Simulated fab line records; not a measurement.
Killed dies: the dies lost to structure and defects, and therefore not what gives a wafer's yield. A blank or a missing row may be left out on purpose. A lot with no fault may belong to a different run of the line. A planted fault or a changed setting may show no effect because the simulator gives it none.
Matching of chambers ; flow nand harc ; NHARC_P_CONTACT_STRIP_28 on rie diel-07: 4 sister chambers
The step strips in O2. 8 wafers are shown with their chamber, then 9 later ones without.

== WAFERS WITH THEIR CHAMBER ==
wafer;chamber;drypump motor current A (A);oes product au (a.u.)
L079.1;1;5.96;0.985
L080.3;0;6.35;1.019
L080.6;1;5.94;0.989
L083.1;2;5.71;1.009
L083.6;2;5.71;0.994
L084.3;0;6.30;1.023
L084.4;3;5.83;1.016
L084.5;3;5.85;1.019

== WAFERS WHOSE CHAMBER IS MISSING ==
wafer;drypump motor current A (A);oes product au (a.u.)
L086.3;5.82;1.016
L086.4;5.96;0.993
L086.6;5.71;0.995
L093.1;5.72;1.003
L093.4;5.96;1.013
L093.6;6.29;1.008
L096.2;6.33;1.010
L096.3;5.72;0.992
L096.4;5.99;1.000

== WHICH CHAMBER EACH ONE RAN IN ==
wafer;from the rows above;in truth
L086.3;3;3
L086.4;1;1
L086.6;2;2
L093.1;2;2
L093.4;can't be placed: 1 or 3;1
L093.6;0;0
L096.2;0;0
L096.3;2;2
L096.4;1;1
Placed correctly: 8 of 9. Unplaceable from these rows: 1, with the true chamber sitting among the candidates in 1. 0 placed wrongly.
How it was worked out, from the rows above alone: a wafer's distance from a chamber is the root of the sum, over the readings, of the square of ((its reading less the chamber's mean) divided by the reading's scatter). The wafer belongs to the nearest chamber; if the next one is less than 2 further off, it can't be placed. A chamber's mean is the mean of its shown wafers. The scatter: take each reading less its chamber's mean, square it, sum over the shown wafers, divide by the number of wafers less the number of chambers, and take the root.
